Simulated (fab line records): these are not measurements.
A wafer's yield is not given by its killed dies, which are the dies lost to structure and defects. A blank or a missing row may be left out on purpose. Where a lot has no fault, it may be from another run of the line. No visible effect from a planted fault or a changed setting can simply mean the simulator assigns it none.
fab line records -- flow n5-finfet -- part 1 of 2: steps 1 to 22 of 29
[record] lots = 5, wafers = 15, last-day = 15
route steps=1938 shown BEOL_M10@1532 BEOL_M11@1536
lots that met no fault: from a run of the same line without faults
start-h: start of the lot's first displayed wafer, in hours after the record's first day -- wait-h: hours from the lot's prior step to this one -- " same as the row above -- L1.1+2: several wafers, shown together as one row -- - value missing, or start not given -- * or withheld: withheld -- < > ~ a bound
route shown NAME@n: NAME is a module with steps in the file, n the number in the route of the first one -- usual: mean/standard deviation taken from wafers without a fault -- same: alike in all rows -- chamber/n: place in a boat -- sites: readings site by site -- _std_site: the values' standard deviation -- _edge_site: inner sites' mean taken away from outer sites' mean -- radius-mm: for every site, how far away it sits from the centre of the wafer -- mask NAME#n: copy n -- behind: the last tool/chamber to shape the wafer -- hold: why the lot went on hold/how many hours it stayed there/how the hold came to an end -- device: the n, p or np transistor that did not switch -- end of line: the tests these same wafers got at the end of their route -- a step with no rows: only its recipe -- killed: dies that structure and defects cost at the first sort, which is not the same as the wafer's yield -- map: a wafer's dies, x killed, . not, _ none there
set.NAME: the setting the step ran with; set.NAME@STEP: the setting that earlier step ran with -- model.NAME: the simulator's own value behind a step, which no gauge read
lots at some steps of the route; a table a step, a row a wafer
services: when a tool's chamber went out of use (start-h, in hours from the record's first day, below 0 if earlier), for how many hours, and the reason
[[steps]]
[step N5_BEOL_M10_PRE_CLEAN_55]
[recipe] gas = NH3, time-s = 15, temp-c = withheld, rf-power-w = 300
lot.wafer,tool,chamber,start-h,wait-h
L076.1+2+5,pecvd-01,"0,2,0",234.42,0.0
L079.2+4+6,pecvd-02,"0,2,0",249.75,0.0
L081.2+3+6,pecvd-04,"0,2,2",260.10,0.0
L082.1+3+6,pecvd-01,"1,2,2",268.58,0.0
L091.1+3+4,pecvd-01,"0,1,2",320.11,0.0
[step N5_BEOL_M10_DEP_56]
[recipe] material = SiCN, target-thk-a = 150, temp-c = withheld, precursor = 3MS/NH3, pressure-torr = 3, rf-w = 202, time-s = 26.5
[usual] showerhead-plenum-p-Torr = 3.663/0.015, throttle-valve-pct = 9.2/0.49
lot.wafer,tool,chamber,start-h,wait-h,showerhead-plenum-p-Torr,throttle-valve-pct
L076.1,pecvd-01,0,234.44,0.0,3.673,8.8
L076.2,pecvd-01,2,234.44,0.0,3.676,8.8
L076.5,pecvd-01,0,234.44,0.0,3.663,8.9
L079.2,pecvd-02,0,249.77,0.0,3.683,8.6
L079.4,pecvd-02,2,249.77,0.0,3.674,8.7
L079.6,pecvd-02,0,249.77,0.0,3.681,8.9
L081.2,pecvd-04,0,260.12,0.0,3.657,9.0
L081.3,pecvd-04,2,260.12,0.0,3.655,10.4
L081.6,pecvd-04,2,260.12,0.0,3.666,10.1
L082.1,pecvd-01,1,268.60,0.0,3.665,8.9
L082.3,pecvd-01,2,268.60,0.0,3.685,8.7
L082.6,pecvd-01,2,268.60,0.0,3.682,8.7
L091.1,pecvd-01,0,320.13,0.0,3.672,9.1
L091.3,pecvd-01,1,320.13,0.0,3.660,8.6
L091.4,pecvd-01,2,320.13,0.0,3.677,8.7
[step N5_BEOL_M10_RS_MEAS_57]
[recipe] thk-meas-gauge = four-point-probe, reads = Cu_of_BEOL_M10_ECD_50+Co_of_BEOL_M10_CVD_75+TaN_of_BEOL_M10_ALD_74
[usual] M10_RS = 0.152/0.0046
lot.wafer,tool,chamber,start-h,wait-h,M10_RS[ohm/sq]
L076.1,film-metro-01,-,234.52,0.1,0.148
L076.2,film-metro-01,-,234.52,0.1,0.158
L076.5,film-metro-01,-,234.52,0.1,0.152
L079.2,film-metro-01,-,249.85,0.1,0.162
L079.4,film-metro-01,-,249.85,0.1,0.144
L079.6,film-metro-01,-,249.85,0.1,0.161
L081.2,film-metro-02,-,260.20,0.1,0.159
L081.3,film-metro-02,-,260.20,0.1,0.148
L081.6,film-metro-02,-,260.20,0.1,0.152
L082.1,film-metro-01,-,268.67,0.1,0.151
L082.3,film-metro-01,-,268.67,0.1,0.148
L082.6,film-metro-01,-,268.67,0.1,0.152
L091.1,film-metro-02,-,320.21,0.1,0.150
L091.3,film-metro-02,-,320.21,0.1,0.148
L091.4,film-metro-02,-,320.21,0.1,0.147
[step N5_BEOL_M10_INSPECT_58]
[recipe] inspect-instrument = darkfield, mode = post-dep
[usual] raw-defect-count = 71/22
lot.wafer,tool,chamber,start-h,wait-h,raw-defect-count
L076.1,defect-inspect-02,-,234.54,0.0,82
L076.2,defect-inspect-02,-,234.54,0.0,100
L076.5,defect-inspect-02,-,234.54,0.0,109
L079.2,defect-inspect-02,-,249.87,0.0,51
L079.4,defect-inspect-02,-,249.87,0.0,48
L079.6,defect-inspect-02,-,249.87,0.0,48
L081.2,defect-inspect-01,-,260.22,0.0,55
L081.3,defect-inspect-01,-,260.22,0.0,41
L081.6,defect-inspect-01,-,260.22,0.0,56
L082.1,defect-inspect-01,-,268.70,0.0,54
L082.3,defect-inspect-01,-,268.70,0.0,92
L082.6,defect-inspect-01,-,268.70,0.0,54
L091.1,defect-inspect-01,-,320.24,0.0,58
L091.3,defect-inspect-01,-,320.24,0.0,73
L091.4,defect-inspect-01,-,320.24,0.0,59
[step N5_BEOL_M11_ILD_DEP_00]
[recipe] material = SiCOH_lowk, target-thk-a = 3085.1, temp-c = 300, precursor = DEMS/porogen, pressure-torr = 5, rf-w = 500, time-s = 58
[usual] heater-power-w = 309/63, showerhead-plenum-p-Torr = 5.743/0.02, throttle-valve-pct = 14.1/0.77
lot.wafer,tool,chamber,start-h,wait-h,heater-power-w,showerhead-plenum-p-Torr,throttle-valve-pct
L076.1,pecvd-03,0,234.58,0.0,248,5.765,14.3
L076.2,pecvd-03,1,234.58,0.0,330,5.736,14.5
L076.5,pecvd-03,1,234.58,0.0,261,5.732,14.5
L079.2,pecvd-03,1,249.91,0.0,324,5.743,14.4
L079.4,pecvd-03,1,249.91,0.0,329,5.755,14.5
L079.6,pecvd-03,1,249.91,0.0,329,5.736,14.2
L081.2,pecvd-02,0,260.26,0.0,296,5.765,13.3
L081.3,pecvd-02,2,260.26,0.0,273,5.754,13.4
L081.6,pecvd-02,1,260.26,0.0,309,5.721,14.6
L082.1,pecvd-04,1,268.74,0.0,262,5.698,14.4
L082.3,pecvd-04,0,268.74,0.0,475,5.723,13.8
L082.6,pecvd-04,1,268.74,0.0,264,5.714,14.3
L091.1,pecvd-04,0,320.27,0.0,469,5.718,13.7
L091.3,pecvd-04,2,320.27,0.0,304,5.722,15.6
L091.4,pecvd-04,1,320.27,0.0,259,5.708,14.5
[step N5_BEOL_M11_CURE_71]
[recipe] temp-c = 385, time-s = 240, ambient = He/Ar, material = SiCOH_lowk
[usual] lamp-power-pct = 52.31/0.053, wafer_temp_C_max = 387.0/0.54
lot.wafer,tool,chamber,start-h,wait-h,lamp-power-pct,wafer_temp_C_max
L076.1,uv-cure-03,1,234.69,0.1,52.27,386.7
L076.2,uv-cure-03,1,234.69,0.1,52.31,387.0
L076.5,uv-cure-03,1,234.69,0.1,52.19,386.5
L079.2,uv-cure-03,1,250.09,0.2,52.27,386.6
L079.4,uv-cure-03,1,250.09,0.2,52.35,387.2
L079.6,uv-cure-03,1,250.09,0.2,52.30,386.6
L081.2,uv-cure-01,0,260.42,0.1,52.24,386.7
L081.3,uv-cure-01,0,260.42,0.1,52.40,386.7
L081.6,uv-cure-01,0,260.42,0.1,52.27,388.0
L082.1,uv-cure-03,2,268.82,0.0,52.31,387.3
L082.3,uv-cure-03,2,268.82,0.0,52.33,387.5
L082.6,uv-cure-03,2,268.82,0.0,52.30,387.8
L091.1,uv-cure-02,1,320.35,0.0,52.33,386.8
L091.3,uv-cure-02,1,320.35,0.0,52.29,386.6
L091.4,uv-cure-02,1,320.35,0.0,52.32,386.2
[step N5_BEOL_M11_THK_MEAS_01]
[recipe] reads = SiCOH_lowk_of_BEOL_M11_ILD_DEP_00
[usual] M11_ILD_THK = 267/4.2
lot.wafer,tool,chamber,start-h,wait-h,M11_ILD_THK[nm]
L076.1,film-metro-02,-,235.20,0.4,261
L076.2,film-metro-02,-,235.20,0.4,260
L076.5,film-metro-02,-,235.20,0.4,263
L079.2,film-metro-02,-,250.53,0.4,260
L079.4,film-metro-02,-,250.53,0.4,267
L079.6,film-metro-02,-,250.53,0.4,264
L081.2,film-metro-02,-,260.85,0.4,266
L081.3,film-metro-02,-,260.85,0.4,264
L081.6,film-metro-02,-,260.85,0.4,275
L082.1,film-metro-02,-,269.33,0.4,273
L082.3,film-metro-02,-,269.33,0.4,263
L082.6,film-metro-02,-,269.33,0.4,272
L091.1,film-metro-01,-,320.86,0.4,263
L091.3,film-metro-01,-,320.86,0.4,266
L091.4,film-metro-01,-,320.86,0.4,277
[step N5_BEOL_M11_PECVD_70]
[recipe] material = SiO2, target-thk-a = 200, temp-c = 400, precursor = TEOS/O2, pressure-torr = 5.5, rf-w = 450, teos-flow-sccm = 53.8, gas = O2, flow-sccm = 3000, time-s = 22.7
[usual] heater-power-w = 708/110, showerhead-plenum-p-Torr = 8.81/0.066, throttle-valve-pct = 22.6/1.4
lot.wafer,tool,chamber,start-h,wait-h,heater-power-w,showerhead-plenum-p-Torr,throttle-valve-pct
L076.1,pecvd-02,0,235.24,0.0,716,8.88,21.3
L076.2,pecvd-02,2,235.24,0.0,546,8.88,21.7
L076.5,pecvd-02,1,235.24,0.0,652,8.77,23.6
L079.2,pecvd-04,1,250.56,0.0,596,8.62,23.1
L079.4,pecvd-04,1,250.56,0.0,610,8.65,23.5
L079.6,pecvd-04,2,250.56,0.0,785,8.74,24.9
L081.2,pecvd-02,0,260.89,0.0,640,8.87,21.1
L081.3,pecvd-02,2,260.89,0.0,623,8.88,21.9
L081.6,pecvd-02,0,260.89,0.0,657,8.90,21.5
L082.1,pecvd-03,2,269.36,0.0,795,8.82,19.9
L082.3,pecvd-03,0,269.36,0.0,669,8.89,23.4
L082.6,pecvd-03,2,269.36,0.0,783,8.81,19.7
L091.1,pecvd-03,2,320.90,0.0,829,8.81,20.0
L091.3,pecvd-03,0,320.90,0.0,676,8.86,23.6
L091.4,pecvd-03,1,320.90,0.0,621,8.79,23.2
[step N5_BEOL_M11_HM_DEP_02]
[recipe] material = TiN, target-thk-a = 200, temp-c = 25, chamber-pressure-pa = 0.49996
[usual] throttle-valve-pct = 29.5/0.86
lot.wafer,tool,chamber,start-h,wait-h,throttle-valve-pct
L076.1,pvd-sputter-01,-,235.62,0.4,27.2
L076.2,pvd-sputter-01,-,235.62,0.4,29.7
L076.5,pvd-sputter-01,-,235.62,0.4,29.8
L079.2,pvd-sputter-01,-,253.52,2.9,29.8
L079.4,pvd-sputter-01,-,253.52,2.9,27.6
L079.6,pvd-sputter-01,-,253.52,2.9,29.8
L081.2,pvd-sputter-01,-,261.44,0.5,29.7
L081.3,pvd-sputter-01,-,261.44,0.5,29.5
L081.6,pvd-sputter-01,-,261.44,0.5,29.6
L082.1,pvd-sputter-03,-,270.44,1.1,29.6
L082.3,pvd-sputter-03,-,270.44,1.1,30.3
L082.6,pvd-sputter-03,-,270.44,1.1,30.4
L091.1,pvd-sputter-02,-,321.67,0.8,30.6
L091.3,pvd-sputter-02,-,321.67,0.8,30.6
L091.4,pvd-sputter-02,-,321.67,0.8,29.4
[step N5_BEOL_M11_COAT_59]
[recipe] resist = SOC, temp-c = 250, time-s = 60, spin-rpm = 1500, resist-thk-nm = 100
[usual] chill-plate-temp-C = 23.01/0.11
lot.wafer,tool,chamber,start-h,wait-h,chill-plate-temp-C
L076.1,litho-track-04,0,235.75,0.1,22.84
L076.2,litho-track-04,0,235.75,0.1,22.93
L076.5,litho-track-04,0,235.75,0.1,22.93
L079.2,litho-track-04,0,253.64,0.1,23.08
L079.4,litho-track-04,0,253.64,0.1,23.00
L079.6,litho-track-04,0,253.64,0.1,22.82
L081.2,litho-track-03,0,261.57,0.1,23.14
L081.3,litho-track-03,0,261.57,0.1,23.12
L081.6,litho-track-03,0,261.57,0.1,22.93
L082.1,litho-track-03,0,270.56,0.1,23.11
L082.3,litho-track-03,0,270.56,0.1,23.16
L082.6,litho-track-03,0,270.56,0.1,23.10
L091.1,litho-track-03,0,321.80,0.1,23.00
L091.3,litho-track-03,0,321.80,0.1,23.05
L091.4,litho-track-03,0,321.80,0.1,22.91
[step N5_BEOL_M11_COAT_60]
[recipe] resist = SiARC, temp-c = 220, time-s = 60, spin-rpm = 1500, resist-thk-nm = 30
[usual] chill-plate-temp-C = 23.02/0.11
lot.wafer,tool,chamber,start-h,wait-h,chill-plate-temp-C
L076.1,litho-track-04,0,-,-,22.81
L076.2,litho-track-04,0,-,-,22.65
L076.5,litho-track-04,0,-,-,22.81
L079.2,litho-track-04,0,-,-,23.01
L079.4,litho-track-04,0,-,-,23.00
L079.6,litho-track-04,0,-,-,22.92
L081.2,litho-track-03,0,-,-,22.97
L081.3,litho-track-03,0,-,-,23.00
L081.6,litho-track-03,0,-,-,22.97
L082.1,litho-track-03,0,-,-,23.05
L082.3,litho-track-03,0,-,-,23.09
L082.6,litho-track-03,0,-,-,22.92
L091.1,litho-track-03,0,-,-,23.15
L091.3,litho-track-03,0,-,-,23.24
L091.4,litho-track-03,0,-,-,23.04
[step N5_BEOL_M11_COAT_05]
[recipe] resist = CAR-ArF, spin-rpm = 1500, resist-thk-nm = 90
[usual] chill-plate-temp-C = 23.03/0.11
lot.wafer,tool,chamber,start-h,wait-h,chill-plate-temp-C
L076.1,litho-track-04,0,-,-,23.04
L076.2,litho-track-04,0,-,-,22.88
L076.5,litho-track-04,0,-,-,22.94
L079.2,litho-track-04,0,-,-,23.08
L079.4,litho-track-04,0,-,-,23.21
L079.6,litho-track-04,0,-,-,23.07
L081.2,litho-track-03,0,-,-,22.97
L081.3,litho-track-03,0,-,-,23.14
L081.6,litho-track-03,0,-,-,23.06
L082.1,litho-track-03,0,-,-,22.98
L082.3,litho-track-03,0,-,-,22.98
L082.6,litho-track-03,0,-,-,23.04
L091.1,litho-track-03,0,-,-,23.14
L091.3,litho-track-03,0,-,-,22.99
L091.4,litho-track-03,0,-,-,23.01
[step N5_BEOL_M11_EBR_07]
[recipe] solvent = PGMEA, ebr-width-mm = 1.5
[usual] chill-plate-temp-C = 23.01/0.093
lot.wafer,tool,chamber,start-h,wait-h,chill-plate-temp-C
L076.1,litho-track-04,0,-,-,22.87
L076.2,litho-track-04,0,-,-,23.10
L076.5,litho-track-04,0,-,-,22.88
L079.2,litho-track-04,0,-,-,22.95
L079.4,litho-track-04,0,-,-,22.95
L079.6,litho-track-04,0,-,-,22.98
L081.2,litho-track-03,0,-,-,22.93
L081.3,litho-track-03,0,-,-,22.90
L081.6,litho-track-03,0,-,-,22.81
L082.1,litho-track-03,0,-,-,23.01
L082.3,litho-track-03,0,-,-,23.06
L082.6,litho-track-03,0,-,-,22.94
L091.1,litho-track-03,0,-,-,23.02
L091.3,litho-track-03,0,-,-,23.00
L091.4,litho-track-03,0,-,-,23.10
[step N5_BEOL_M11_SOFTBAKE_06]
[recipe] temp-c = 110, time-s = 60, resist = CAR-ArF
[usual] chill-plate-temp-C = 22.99/0.12
lot.wafer,tool,chamber,start-h,wait-h,chill-plate-temp-C
L076.1,litho-track-04,0,-,-,22.95
L076.2,litho-track-04,0,-,-,22.81
L076.5,litho-track-04,0,-,-,23.06
L079.2,litho-track-04,0,-,-,23.03
L079.4,litho-track-04,0,-,-,22.85
L079.6,litho-track-04,0,-,-,22.92
L081.2,litho-track-03,0,-,-,22.88
L081.3,litho-track-03,0,-,-,22.89
L081.6,litho-track-03,0,-,-,22.87
L082.1,litho-track-03,0,-,-,23.11
L082.3,litho-track-03,0,-,-,23.10
L082.6,litho-track-03,0,-,-,23.16
L091.1,litho-track-03,0,-,-,22.85
L091.3,litho-track-03,0,-,-,22.91
L091.4,litho-track-03,0,-,-,23.05
[step N5_BEOL_M11_EXPOSE_08]
[recipe] mask-id = M11, na = 1.35, source-shape = dipole, sigma-inner = 0.411, sigma-outer = 0.611, polarization = te, dose-mj = 53.75
[usual] exposure-dose-mJ-cm2 = 53.71/0.051
lot.wafer,tool,chamber,start-h,wait-h,mask,exposure-dose-mJ-cm2
L076.1,arfi-scanner-02,0,235.99,-,M11#0,53.72
L076.2,arfi-scanner-02,0,235.99,-,M11#0,53.78
L076.5,arfi-scanner-02,0,235.99,-,M11#0,53.79
L079.2,arfi-scanner-01,0,253.77,-,M11#0,53.61
L079.4,arfi-scanner-01,0,253.77,-,M11#0,53.64
L079.6,arfi-scanner-01,0,253.77,-,M11#0,53.66
L081.2,arfi-scanner-03,0,261.82,-,M11#0,53.83
L081.3,arfi-scanner-03,0,261.82,-,M11#0,53.68
L081.6,arfi-scanner-03,0,261.82,-,M11#0,53.75
L082.1,arfi-scanner-01,0,270.80,-,M11#0,53.62
L082.3,arfi-scanner-01,0,270.80,-,M11#0,53.63
L082.6,arfi-scanner-01,0,270.80,-,M11#0,53.66
L091.1,arfi-scanner-02,0,322.04,-,M11#0,53.74
L091.3,arfi-scanner-02,0,322.04,-,M11#0,53.78
L091.4,arfi-scanner-02,0,322.04,-,M11#0,53.77
[step N5_BEOL_M11_PEB_09]
[recipe] peb-temp-c = withheld, peb-time-s = 60, resist = CAR-ArF
[usual] chill-plate-temp-C = 23.00/0.1
lot.wafer,tool,chamber,start-h,wait-h,chill-plate-temp-C
L076.1,litho-track-04,0,236.05,0.1,22.94
L076.2,litho-track-04,0,236.05,0.1,22.98
L076.5,litho-track-04,0,236.05,0.1,22.98
L079.2,litho-track-05,0,253.82,0.0,22.91
L079.4,litho-track-05,0,253.82,0.0,23.02
L079.6,litho-track-05,0,253.82,0.0,22.99
L081.2,litho-track-05,0,261.87,0.0,23.02
L081.3,litho-track-05,0,261.87,0.0,22.98
L081.6,litho-track-05,0,261.87,0.0,22.94
L082.1,litho-track-05,0,270.86,0.1,23.18
L082.3,litho-track-05,0,270.86,0.1,22.96
L082.6,litho-track-05,0,270.86,0.1,23.06
L091.1,litho-track-05,0,322.10,0.1,23.10
L091.3,litho-track-05,0,322.10,0.1,22.93
L091.4,litho-track-05,0,322.10,0.1,23.06
[step N5_BEOL_M11_DEVELOP_10]
[recipe] develop-time-s = 30, developer = TMAH, resist = CAR-ArF, rinse-liquid = diw, dry = air-spin, dev-temp-c = 23
[usual] chill-plate-temp-C = 22.99/0.096
lot.wafer,tool,chamber,start-h,wait-h,chill-plate-temp-C
L076.1,litho-track-04,0,-,-,22.86
L076.2,litho-track-04,0,-,-,23.13
L076.5,litho-track-04,0,-,-,23.10
L079.2,litho-track-05,0,-,-,22.99
L079.4,litho-track-05,0,-,-,23.06
L079.6,litho-track-05,0,-,-,23.09
L081.2,litho-track-05,0,-,-,23.01
L081.3,litho-track-05,0,-,-,23.10
L081.6,litho-track-05,0,-,-,22.99
L082.1,litho-track-05,0,-,-,22.86
L082.3,litho-track-05,0,-,-,23.00
L082.6,litho-track-05,0,-,-,23.06
L091.1,litho-track-05,0,-,-,23.16
L091.3,litho-track-05,0,-,-,23.01
L091.4,litho-track-05,0,-,-,22.96
[step N5_BEOL_M11_CD_MEAS_11]
[recipe] target-cd-nm = 64.1, landing-energy-ev = 500, detector = se-inlens, polarity = opening
[usual] cd-nm = 64.2/0.67
lot.wafer,tool,chamber,start-h,wait-h,cd-nm
L076.1,cd-sem-03,0,236.12,-,63.3
L076.2,cd-sem-03,0,236.12,-,64.1
L076.5,cd-sem-03,0,236.12,-,63.9
L079.2,cd-sem-01,0,253.89,-,64.4
L079.4,cd-sem-01,0,253.89,-,64.1
L079.6,cd-sem-01,0,253.89,-,64.2
L081.2,cd-sem-02,0,261.94,-,64.1
L081.3,cd-sem-02,0,261.94,-,64.6
L081.6,cd-sem-02,0,261.94,-,64.0
L082.1,cd-sem-01,0,270.93,-,64.1
L082.3,cd-sem-01,0,270.93,-,64.8
L082.6,cd-sem-01,0,270.93,-,63.9
L091.1,cd-sem-02,0,322.17,-,63.5
L091.3,cd-sem-02,0,322.17,-,64.0
L091.4,cd-sem-02,0,322.17,-,64.6
[step N5_BEOL_M11_OVL_MEAS_12]
[recipe] points-per-wafer = 44
[usual] M11_OVL = -0.2/0.88
lot.wafer,tool,chamber,start-h,wait-h,M11_OVL[nm]
L076.1,overlay-02,0,236.15,0.0,1.4
L076.2,overlay-02,0,236.15,0.0,0.4
L076.5,overlay-02,0,236.15,0.0,-0.1
L079.2,overlay-02,0,253.92,0.0,-2.8
L079.4,overlay-02,0,253.92,0.0,-0.6
L079.6,overlay-02,0,253.92,0.0,-0.8
L081.2,overlay-02,0,261.97,0.0,-0.6
L081.3,overlay-02,0,261.97,0.0,-2.0
L081.6,overlay-02,0,261.97,0.0,-0.8
L082.1,overlay-02,0,270.96,0.0,-1.9
L082.3,overlay-02,0,270.96,0.0,-0.4
L082.6,overlay-02,0,270.96,0.0,-0.3
L091.1,overlay-01,0,322.20,0.0,0.8
L091.3,overlay-01,0,322.20,0.0,0.7
L091.4,overlay-01,0,322.20,0.0,0.8
[step N5_BEOL_M11_INSPECT_13]
[recipe] mode = adi, inspect-instrument = brightfield
[usual] raw-defect-count = 411/90
lot.wafer,tool,chamber,start-h,wait-h,raw-defect-count
L076.1,defect-inspect-02,-,236.17,0.0,368
L076.2,defect-inspect-02,-,236.17,0.0,461
L076.5,defect-inspect-02,-,236.17,0.0,380
L079.2,defect-inspect-01,-,253.94,0.0,237
L079.4,defect-inspect-01,-,253.94,0.0,315
L079.6,defect-inspect-01,-,253.94,0.0,351
L081.2,defect-inspect-02,-,261.99,0.0,401
L081.3,defect-inspect-02,-,261.99,0.0,443
L081.6,defect-inspect-02,-,261.99,0.0,492
L082.1,defect-inspect-01,-,270.98,0.0,622
L082.3,defect-inspect-01,-,270.98,0.0,455
L082.6,defect-inspect-01,-,270.98,0.0,426
L091.1,defect-inspect-02,-,322.22,0.0,402
L091.3,defect-inspect-02,-,322.22,0.0,402
L091.4,defect-inspect-02,-,322.22,0.0,448
[step N5_BEOL_M11_DESCUM_16]
[recipe] chemistry = O2, time-s = 7.9, source-power-w = 50, bias-power-w = 20, pressure-mtorr = 20, rf-frequency-hz = 2.712e+07, temp-c = 40, resist = CAR-ArF, o2-flow-sccm = 225
[usual] bias-power-w = 20.00/0.055, drypump-motor-current-A = 5.9/0.54, oes-product-au = 0.77/0.069, rf-vpp-V = 243.3/1.3, showerhead-plenum-p-Torr = 2.10/0.068, throttle-valve-pct = 20.44/0.26
lot.wafer,tool,chamber,start-h,wait-h,bias-power-w,drypump-motor-current-A,oes-product-au,rf-hours-counter-h,rf-vpp-V,showerhead-plenum-p-Torr,throttle-valve-pct
L076.1,rie-diel-02,0,236.20,0.0,20.00,5.6,0.91,14,244.0,2.13,20.38
L076.2,rie-diel-02,2,236.20,0.0,20.04,6.2,0.87,35,245.1,2.22,20.22
L076.5,rie-diel-02,2,236.20,0.0,20.12,6.2,0.87,-,243.5,2.22,20.22
L079.2,rie-diel-04,0,253.98,0.0,19.94,6.0,0.71,195,242.9,2.15,20.50
L079.4,rie-diel-04,2,253.98,0.0,19.94,5.7,0.73,189,241.0,2.01,20.42
L079.6,rie-diel-04,2,253.98,0.0,19.95,5.7,0.72,-,241.9,2.01,20.43
L081.2,rie-diel-04,1,262.28,0.3,19.93,5.0,0.83,57,244.5,2.16,20.64
L081.3,rie-diel-04,0,262.28,0.3,19.97,6.1,0.71,198,244.3,2.15,20.49
L081.6,rie-diel-04,3,262.28,0.3,20.02,6.7,0.78,-,241.5,2.02,20.28
L082.1,rie-diel-02,2,271.02,0.0,19.97,6.2,0.85,47,243.3,2.21,20.23
L082.3,rie-diel-02,1,271.02,0.0,19.88,5.4,0.73,190,244.0,2.05,20.13
L082.6,rie-diel-02,3,271.02,0.0,20.03,6.0,0.68,-,243.5,2.09,21.02
L091.1,rie-diel-02,1,322.26,0.0,20.04,5.3,0.71,201,244.6,2.05,20.16
L091.3,rie-diel-02,3,322.26,0.0,20.09,6.0,0.66,218,243.6,2.09,21.01
L091.4,rie-diel-02,2,322.26,0.0,19.97,6.2,0.83,58,245.2,2.21,20.26
[step N5_BEOL_M11_ETCH_61]
[recipe] chemistry = CF4, target = SiARC, target-depth-a = 390, mask-material = CAR-ArF, time-s = 65, ion-energy-ev = 80, pressure-mtorr = 40, source-w = 545, bias-w = 36, Ar_flow_sccm = 100, cf4-flow-sccm = 100, ends = cleared
[usual] drypump-motor-current-A = 5.9/0.54, etch-rf-on-time-s = 65.6/2.6, oes-product-au = 0.66/0.061, rf-vpp-V = 184.2/1.2, showerhead-plenum-p-Torr = 2.15/0.068, throttle-valve-pct = 15.61/0.2
lot.wafer,tool,chamber,start-h,wait-h,drypump-motor-current-A,etch-rf-on-time-s,oes-product-au,rf-hours-counter-h,rf-vpp-V,showerhead-plenum-p-Torr,throttle-valve-pct
L076.1,rie-diel-02,0,236.24,0.0,5.6,66.8,0.78,14,183.7,2.17,15.41
L076.2,rie-diel-02,2,236.24,0.0,6.2,62.2,0.75,35,184.8,2.27,15.42
L076.5,rie-diel-02,2,236.24,0.0,6.2,62.6,0.75,-,186.2,2.27,15.42
L079.2,rie-diel-04,0,254.01,0.0,6.1,68.9,0.60,195,185.1,2.21,15.73
L079.4,rie-diel-04,2,254.01,0.0,5.7,68.7,0.61,189,183.0,2.05,15.54
L079.6,rie-diel-04,2,254.01,0.0,5.7,68.4,0.60,-,182.9,2.05,15.56
L081.2,rie-diel-04,1,262.31,0.0,5.0,62.5,0.73,57,184.8,2.17,15.52
L081.3,rie-diel-04,0,262.31,0.0,6.1,68.9,0.59,198,185.7,2.21,15.74
L081.6,rie-diel-04,3,262.31,0.0,6.7,62.9,0.68,-,182.5,2.07,15.47
L082.1,rie-diel-02,2,271.05,0.0,6.2,62.6,0.74,47,187.3,2.27,15.43
L082.3,rie-diel-02,1,271.05,0.0,5.4,64.1,0.63,190,184.9,2.13,15.64
L082.6,rie-diel-02,3,271.05,0.0,6.0,66.7,0.58,-,184.0,2.13,16.05
L091.1,rie-diel-02,1,322.29,0.0,5.4,64.1,0.62,201,184.3,2.13,15.68
L091.3,rie-diel-02,3,322.29,0.0,6.0,68.8,0.57,218,183.3,2.12,16.07
L091.4,rie-diel-02,2,322.29,0.0,6.2,63.2,0.71,58,186.7,2.27,15.48
